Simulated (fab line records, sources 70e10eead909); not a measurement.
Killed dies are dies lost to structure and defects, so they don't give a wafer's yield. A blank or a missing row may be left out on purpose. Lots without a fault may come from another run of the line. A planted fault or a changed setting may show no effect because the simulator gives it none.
Chamber matching | flow nand_harc | NHARC_P_M2_CMP_23 on cmp-02: 4 sister chambers
The step polishes, t overpolish 20 s, target thk 144.3 nm. 27 wafers are shown with their chamber, then 12 later ones without.

WAFERS WITH THEIR CHAMBER
wafer  | chamber | motor_current_A (A) | time_to_endpoint_s (s)
L076.1 | 0       | 11.1                | 30.0
L076.3 | 1       | 11.1                | 29.6
L076.5 | 1       | 11.5                | 32.1
L076.2 | 2       | 10.8                | 33.6
L076.4 | 3       | 13.0                | 31.7
L076.6 | 2       | 11.4                | 32.0
L077.2 | 2       | 11.5                | 29.6
L077.4 | 0       | 11.5                | 28.6
L077.5 | 1       | 10.9                | 27.4
L081.2 | 0       | 11.8                | 27.8
L081.3 | 3       | 12.8                | 30.6
L081.5 | 2       | 10.8                | 30.9
L082.2 | 2       | 11.4                | 28.5
L082.4 | 0       | 11.4                | 24.8
L082.6 | 0       | 11.5                | 24.9
L086.2 | 3       | 12.4                | 26.5
L086.5 | 2       | 11.3                | 29.6
L086.6 | 3       | 13.0                | 26.9
L088.1 | 3       | 11.8                | 29.4
L088.4 | 1       | 10.7                | 29.7
L088.6 | 2       | 11.1                | 31.0
L089.1 | 2       | 11.3                | 28.4
L089.2 | 3       | 12.9                | 28.0
L089.5 | 1       | 11.6                | 25.3
L093.1 | 2       | 11.4                | 29.7
L093.2 | 0       | 11.3                | 29.0
L093.6 | 0       | 11.5                | 27.6

SIGNATURES (means of the wafers above)
reading            | chamber 0 | chamber 1 | chamber 2 | chamber 3 | scatter within a chamber
motor_current_A    | 11.443    | 11.160    | 11.222    | 12.650    | 0.332
time_to_endpoint_s | 27.529    | 28.820    | 30.367    | 28.850    | 2.03
Rule: a wafer's distance from a chamber is the root of the sum, over the readings, of the square of ((its reading less the chamber's mean) divided by the reading's scatter). The wafer belongs to the nearest chamber; if the next one is less than 2 further off, it can't be placed. The scatter: the root of (the sum of the squares of (reading less its chamber's mean) over the shown wafers, divided by (wafers less chambers)).

WAFERS WITHOUT THEIR CHAMBER
wafer  | motor_current_A (A) | time_to_endpoint_s (s)
L095.1 | 10.3                | 25.3
L095.3 | 12.3                | 26.0
L095.6 | 11.1                | 26.9
L095.2 | 11.5                | 26.8
L095.4 | 11.7                | 24.2
L095.5 | 11.2                | 24.2
L096.2 | 13.4                | 25.7
L096.3 | 10.9                | 27.2
L096.4 | 11.5                | 31.1
L096.1 | 12.3                | 27.0
L096.5 | 10.6                | 29.7
L096.6 | 10.8                | 27.8

WHICH CHAMBER EACH WENT THROUGH
wafer  | from the rows above               | in truth
L095.1 | can't be placed: 1 or 0 or 2      | 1
L095.3 | can't be placed: 3 or 0 or 1      | 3
L095.6 | can't be placed: 1 or 0 or 2      | 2
L095.2 | can't be placed: 0 or 1 or 2      | 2
L095.4 | can't be placed: 0 or 1 or 2 or 3 | 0
L095.5 | can't be placed: 0 or 1 or 2      | 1
L096.2 | 3                                 | 3
L096.3 | can't be placed: 1 or 0 or 2      | 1
L096.4 | can't be placed: 2 or 1 or 0      | 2
L096.1 | can't be placed: 3 or 0           | 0
L096.5 | can't be placed: 1 or 2 or 0      | 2
L096.6 | can't be placed: 1 or 2 or 0      | 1
Placed correctly: 1 of 12. Can't be placed from these rows: 11 (the true chamber is among the candidates in 11). Placed wrongly: 0.
